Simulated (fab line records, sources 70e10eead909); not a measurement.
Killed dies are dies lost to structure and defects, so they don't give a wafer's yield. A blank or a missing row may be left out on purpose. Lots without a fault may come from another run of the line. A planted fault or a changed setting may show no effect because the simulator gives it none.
Chamber matching | flow nand_harc | NHARC_A_STAIRCASE_ETCH_201 on rie_diel-02: 4 sister chambers
The step etches the open film in C4F8/O2, target depth 100 nm, time 40.5 s. 4 wafers are shown with their chamber, then 7 later ones without.

WAFERS WITH THEIR CHAMBER
wafer  | chamber | rf_vpp_V (V)
L976.3 | 1       | 892
L990.4 | 2       | 896
L993.1 | 0       | 887
L993.2 | 3       | 888

WAFERS WITHOUT THEIR CHAMBER
wafer  | rf_vpp_V (V)
L993.5 | 887
L995.4 | 889
L995.5 | 895
L995.6 | 888
L997.1 | 887
L997.4 | 887
L997.6 | 887

WHICH CHAMBER EACH WENT THROUGH
wafer  | from the rows above     | in truth
L993.5 | can't be placed: 0 or 3 | 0
L995.4 | can't be placed: 3 or 0 | 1
L995.5 | 2                       | 2
L995.6 | can't be placed: 3 or 0 | 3
L997.1 | can't be placed: 0 or 3 | 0
L997.4 | can't be placed: 0 or 3 | 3
L997.6 | can't be placed: 0 or 3 | 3
Placed correctly: 1 of 7. Can't be placed from these rows: 6 (the true chamber is among the candidates in 5). Placed wrongly: 0.
How it was worked out, from the rows above alone: a wafer's distance from a chamber is the root of the sum, over the readings, of the square of ((its reading less the chamber's mean) divided by the reading's scatter). The wafer belongs to the nearest chamber; if the next one is less than 2 further off, it can't be placed. A chamber's mean is the mean of its shown wafers. The scatter: with one shown wafer a chamber, the root of the mean of the squares of how far each hidden wafer lies from its nearest shown one.
